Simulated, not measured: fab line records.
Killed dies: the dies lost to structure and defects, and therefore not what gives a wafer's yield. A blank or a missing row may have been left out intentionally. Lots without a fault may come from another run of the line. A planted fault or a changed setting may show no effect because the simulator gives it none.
Chamber matching | flow nand-harc | NHARC_A_STAIRCASE_DESCUM_186 on rie-diel-11 has 4 sister chambers
The step chemistry O2, time 3 s. 18 wafers are shown with their chamber, then 9 later ones without.

WAFERS PAIRED WITH THEIR CHAMBERS
wafer  | chamber | showerhead-plenum-p-Torr (Torr) | drypump-motor-current-A (A) | rf-vpp-V (V)
L075.1 | 0       | 1.89                            | 6.2                         | 58.3
L075.5 | 1       | 1.86                            | 5.8                         | 57.6
L075.6 | 2       | 1.79                            | 5.5                         | 54.7
L078.1 | 3       | 2.06                            | 5.4                         | 58.9
L078.3 | 1       | 1.85                            | 5.8                         | 57.4
L078.5 | 1       | 1.85                            | 5.8                         | 58.2
L077.2 | 1       | 1.85                            | 5.8                         | 56.5
L077.5 | 0       | 1.89                            | 6.3                         | 58.1
L077.6 | 1       | 1.85                            | 5.8                         | 56.4
L079.3 | 0       | 1.88                            | 6.3                         | 58.4
L079.5 | 1       | 1.85                            | 5.8                         | 57.2
L079.6 | 0       | 1.88                            | 6.3                         | 56.7
L080.4 | 0       | 1.88                            | 6.2                         | 58.2
L080.5 | 2       | 1.79                            | 5.5                         | 56.4
L080.6 | 1       | 1.85                            | 5.8                         | 58.6
L084.2 | 2       | 1.78                            | 5.5                         | 56.8
L084.3 | 0       | 1.88                            | 6.3                         | 57.1
L084.6 | 1       | 1.85                            | 5.8                         | 58.7

SIGNATURES, as means of the wafers listed above
reading                  | chamber 0 | chamber 1 | chamber 2 | chamber 3 | scatter within a chamber
showerhead-plenum-p-Torr | 1.8833    | 1.8513    | 1.7867    | 2.0600    | 0.00453
drypump-motor-current-A  | 6.267     | 5.800     | 5.500     | 5.400     | 0.0309
rf-vpp-V                 | 57.800    | 57.575    | 55.967    | 58.900    | 0.864
Rule: for a wafer and a chamber, the distance is found by dividing, reading by reading, the gap between the wafer's reading and the chamber's mean by the reading's scatter, squaring, summing and taking the root. If the next closest chamber is less than 2 further off than the closest, the wafer can't be placed; otherwise it belongs to the closest. The scatter: the root of (the sum of the squares of (reading less its chamber's mean) over the shown wafers, divided by (wafers less chambers)).

WAFERS WHOSE CHAMBER IS MISSING
wafer  | showerhead-plenum-p-Torr (Torr) | drypump-motor-current-A (A) | rf-vpp-V (V)
L091.1 | 1.78                            | 5.5                         | 57.8
L091.3 | 1.84                            | 5.8                         | 58.0
L091.4 | 1.87                            | 6.2                         | 56.5
L094.1 | 1.77                            | 5.5                         | 57.1
L094.4 | 1.84                            | 5.8                         | 58.4
L094.5 | 1.87                            | 6.2                         | 57.1
L093.3 | 2.04                            | 5.3                         | 58.7
L093.5 | 1.77                            | 5.5                         | 57.0
L093.6 | 1.84                            | 5.8                         | 57.2

WHICH CHAMBER EACH WENT THROUGH
wafer  | from the rows above | in truth
L091.1 | 2                   | 2
L091.3 | 1                   | 1
L091.4 | 0                   | 0
L094.1 | 2                   | 2
L094.4 | 1                   | 1
L094.5 | 0                   | 0
L093.3 | 3                   | 3
L093.5 | 2                   | 2
L093.6 | 1                   | 1
Correctly placed: 9 of 9. Number that these rows cannot place: 0. Wrongly placed: 0.
